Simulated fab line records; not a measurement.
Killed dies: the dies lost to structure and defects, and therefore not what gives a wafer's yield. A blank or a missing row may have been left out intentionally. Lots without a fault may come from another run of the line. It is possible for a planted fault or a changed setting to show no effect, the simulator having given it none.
Split-lot experiment	flow n5-finfet	on a route of 1938 steps: 7 lots, 21 wafers read

== THE SPLIT ITSELF ==
At N5_BEOL_M13_EXPOSE_25 (exposes mask M13, target cd 210 nm), the setting dose-mj was moved away from the recipe's 22 on 6 of the 21 wafers read, by -2.7% to +6.2%. All remaining wafers had this setting at the recipe value.

== FROM THE SPLIT TO THE READING: what the file shows between them, 3 steps ==
- N5_BEOL_M13_PEB_26: peb time 90 s
- N5_BEOL_M13_DEVELOP_27: develop time 45 s
- N5_BEOL_M13_HARDBAKE_32: time 120 s

== THE READING ==
cd-nm, in nm, at N5_BEOL_M13_CD_MEAS_28 (target cd 209.5 nm). On this fab line, fault-free wafers typically give 209.5 nm with a standard deviation of 1.1 nm.

wafer	tool, chamber at the split	dose-mj as run	against the recipe	cd-nm, nm	against lot-mates on the recipe
L076.2	krf-scanner-02, 0	22.89	+4.0%	213.5	+3.7
L076.3	krf-scanner-02, 0	22	recipe	209.6	-
L076.4	krf-scanner-02, 0	22	recipe	210.0	-
L078.2	krf-scanner-02, 0	22	recipe	209.4	-
L078.3	krf-scanner-02, 0	22	recipe	210.2	-
L078.5	krf-scanner-02, 0	22	recipe	210.6	-
L079.2	krf-scanner-02, 0	21.4	-2.7%	206.9	-2.2
L079.3	krf-scanner-02, 0	21.4	-2.7%	207.6	-1.5
L079.5	krf-scanner-02, 0	22	recipe	209.1	-
L080.4	krf-scanner-02, 0	22	recipe	209.9	-
L080.5	krf-scanner-02, 0	23.27	+5.8%	216.0	+6.1
L080.6	krf-scanner-02, 0	23.27	+5.8%	215.4	+5.5
L093.1	krf-scanner-01, 0	22	recipe	207.7	-
L093.3	krf-scanner-01, 0	22	recipe	208.3	-
L093.6	krf-scanner-01, 0	22	recipe	207.6	-
L094.3	krf-scanner-02, 0	22	recipe	209.7	-
L094.4	krf-scanner-02, 0	23.37	+6.2%	214.4	+4.8
L094.5	krf-scanner-02, 0	22	recipe	209.4	-
L095.2	krf-scanner-01, 0	22	recipe	210.7	-
L095.3	krf-scanner-01, 0	22	recipe	209.8	-
L095.4	krf-scanner-01, 0	22	recipe	210.8	-

FIT RESULTS
A straight line over all 21 wafers: cd-nm changes by +0.946 nm for each +1% of dose-mj; r = +0.93; the points scatter about the line by 0.93 nm.
The same after taking each lot's own level away (the mean of its wafers on the recipe; 21 wafers): +0.883 nm for each +1%; r = +0.98; scatter 0.46 nm.
According to that fit, moving dose-mj by its largest amount changes the reading by 5.5 nm.
From 207.87 to 210.43 nm: that is the span of the lots' own levels, equal to 2.3 times the standard deviation above.
So the lot-to-lot level changes the slope little: the two slopes agree.
Check: +5.89 nm against its lot-mates is what the line predicts for one of the wafers moved furthest among these (+6.2%) when that wafer is left out of the fit. Against them it came out at +4.85 nm.

== THESE WAFERS: OTHER SPLITS ==
These wafers also went through other splits before the reading. Each is held against what the fit with the lots' levels taken away leaves over:
other split on the same wafers	wafers away from the commonest value	r with cd-nm (lot level and that fit taken away)
N5_BEOL_M10_COAT_64 spin-rpm	10	-0.03
N5_BEOL_M11_PECVD_70 time-s	7	-0.24
N5_BEOL_M11_COAT_05 spin-rpm	3	+0.18
N5_BEOL_M13_ETCH_59 time-s	8	-0.17

== THE WHOLE CHAIN: every reading that the file lists as answering this split, in the file's order ==
step	what it does	reading	change (the file's fit)	r (the file's)
N5_BEOL_M13_CD_MEAS_28	target cd 209.5 nm	cd-nm	+0.868 nm for each +1% of the setting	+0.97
N5_BEOL_M13_DESCUM_33	chemistry O2, time 7.9 s	BEOL_M13.cd-nm (the simulator's own value, which no gauge read)	+0.871 nm for each +1% of the setting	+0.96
N5_BEOL_M13_ETCH_67	etches SiARC in CF4, target depth 143 nm, time 238.3 s	BEOL_M13.cd-nm (the simulator's own value, which no gauge read)	+0.857 nm for each +1% of the setting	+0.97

== FILE'S OWN FIT ==
cd-nm changes by +0.868 nm for each +1% of dose-mj, r = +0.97.
